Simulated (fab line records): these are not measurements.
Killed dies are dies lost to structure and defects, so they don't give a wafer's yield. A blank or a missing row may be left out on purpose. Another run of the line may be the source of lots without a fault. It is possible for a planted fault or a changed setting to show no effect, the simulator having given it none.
Chamber matching :: flow nand-harc :: NHARC_THIN_TSV_DESCUM_35 on rie-diel-13: 4 sister chambers
The step chemistry O2, time 3 s. 14 wafers are shown with their chamber, then 7 later ones without.

WAFERS PAIRED WITH THEIR CHAMBERS
wafer: L975.1
chamber: 2
showerhead-plenum-p-Torr (Torr): 1.86
drypump-motor-current-A (A): 5.3
oes-product-au (a.u.): 0.999

wafer: L975.3
chamber: 1
showerhead-plenum-p-Torr (Torr): 2.03
drypump-motor-current-A (A): 5.1
oes-product-au (a.u.): 0.990

wafer: L975.5
chamber: 2
showerhead-plenum-p-Torr (Torr): 1.86
drypump-motor-current-A (A): 5.3
oes-product-au (a.u.): 1.003

wafer: L977.4
chamber: 2
showerhead-plenum-p-Torr (Torr): 1.86
drypump-motor-current-A (A): 5.3
oes-product-au (a.u.): 1.003

wafer: L977.5
chamber: 3
showerhead-plenum-p-Torr (Torr): 1.95
drypump-motor-current-A (A): 6.3
oes-product-au (a.u.): 1.009

wafer: L977.6
chamber: 0
showerhead-plenum-p-Torr (Torr): 1.84
drypump-motor-current-A (A): 6.7
oes-product-au (a.u.): 0.990

wafer: L979.1
chamber: 3
showerhead-plenum-p-Torr (Torr): 1.95
drypump-motor-current-A (A): 6.2
oes-product-au (a.u.): 1.003

wafer: L979.3
chamber: 2
showerhead-plenum-p-Torr (Torr): 1.86
drypump-motor-current-A (A): 5.3
oes-product-au (a.u.): 1.016

wafer: L979.6
chamber: 0
showerhead-plenum-p-Torr (Torr): 1.83
drypump-motor-current-A (A): 6.7
oes-product-au (a.u.): 0.995

wafer: L978.2
chamber: 3
showerhead-plenum-p-Torr (Torr): 1.95
drypump-motor-current-A (A): 6.3
oes-product-au (a.u.): 0.997

wafer: L978.3
chamber: 1
showerhead-plenum-p-Torr (Torr): 2.03
drypump-motor-current-A (A): 5.1
oes-product-au (a.u.): 1.000

wafer: L978.6
chamber: 2
showerhead-plenum-p-Torr (Torr): 1.86
drypump-motor-current-A (A): 5.3
oes-product-au (a.u.): 1.008

wafer: L983.1
chamber: 3
showerhead-plenum-p-Torr (Torr): 1.95
drypump-motor-current-A (A): 6.3
oes-product-au (a.u.): 0.999

wafer: L983.2
chamber: 1
showerhead-plenum-p-Torr (Torr): 2.03
drypump-motor-current-A (A): 5.1
oes-product-au (a.u.): 0.995

SIGNATURES (means of the wafers above)
reading: showerhead-plenum-p-Torr
chamber 0: 1.8350
chamber 1: 2.0300
chamber 2: 1.8600
chamber 3: 1.9500
scatter within a chamber: 0.00224

reading: drypump-motor-current-A
chamber 0: 6.700
chamber 1: 5.100
chamber 2: 5.300
chamber 3: 6.275
scatter within a chamber: 0.0274

reading: oes-product-au
chamber 0: 0.99250
chamber 1: 0.99500
chamber 2: 1.00580
chamber 3: 1.00200
scatter within a chamber: 0.00563
Rule: distance of a wafer from a chamber = root of the sum over the readings of ((wafer's reading minus chamber's mean) / reading's scatter) squared. If the next closest chamber is less than 2 further off than the closest, the wafer can't be placed; otherwise it belongs to the closest. The scatter: take each reading less its chamber's mean, square it, sum over the shown wafers, divide by the number of wafers less the number of chambers, and take the root.

WAFERS WHOSE CHAMBER IS MISSING
wafer: L983.5
showerhead-plenum-p-Torr (Torr): 1.95
drypump-motor-current-A (A): 6.3
oes-product-au (a.u.): 0.996

wafer: L987.2
showerhead-plenum-p-Torr (Torr): 1.83
drypump-motor-current-A (A): 6.7
oes-product-au (a.u.): 0.999

wafer: L987.4
showerhead-plenum-p-Torr (Torr): 1.95
drypump-motor-current-A (A): 6.3
oes-product-au (a.u.): 1.008

wafer: L987.6
showerhead-plenum-p-Torr (Torr): 2.03
drypump-motor-current-A (A): 5.1
oes-product-au (a.u.): 0.998

wafer: L990.1
showerhead-plenum-p-Torr (Torr): 1.83
drypump-motor-current-A (A): 6.7
oes-product-au (a.u.): 0.998

wafer: L990.2
showerhead-plenum-p-Torr (Torr): 1.85
drypump-motor-current-A (A): 5.3
oes-product-au (a.u.): 1.003

wafer: L990.4
showerhead-plenum-p-Torr (Torr): 1.95
drypump-motor-current-A (A): 6.3
oes-product-au (a.u.): 0.994

WHICH CHAMBER EACH WENT THROUGH
wafer: L983.5
from the rows above: 3
in truth: 3

wafer: L987.2
from the rows above: 0
in truth: 0

wafer: L987.4
from the rows above: 3
in truth: 3

wafer: L987.6
from the rows above: 1
in truth: 1

wafer: L990.1
from the rows above: 0
in truth: 0

wafer: L990.2
from the rows above: 2
in truth: 2

wafer: L990.4
from the rows above: 3
in truth: 3
Correct placement for 7 of the 7. Not placeable from these rows: 0. Wrongly placed: 0.
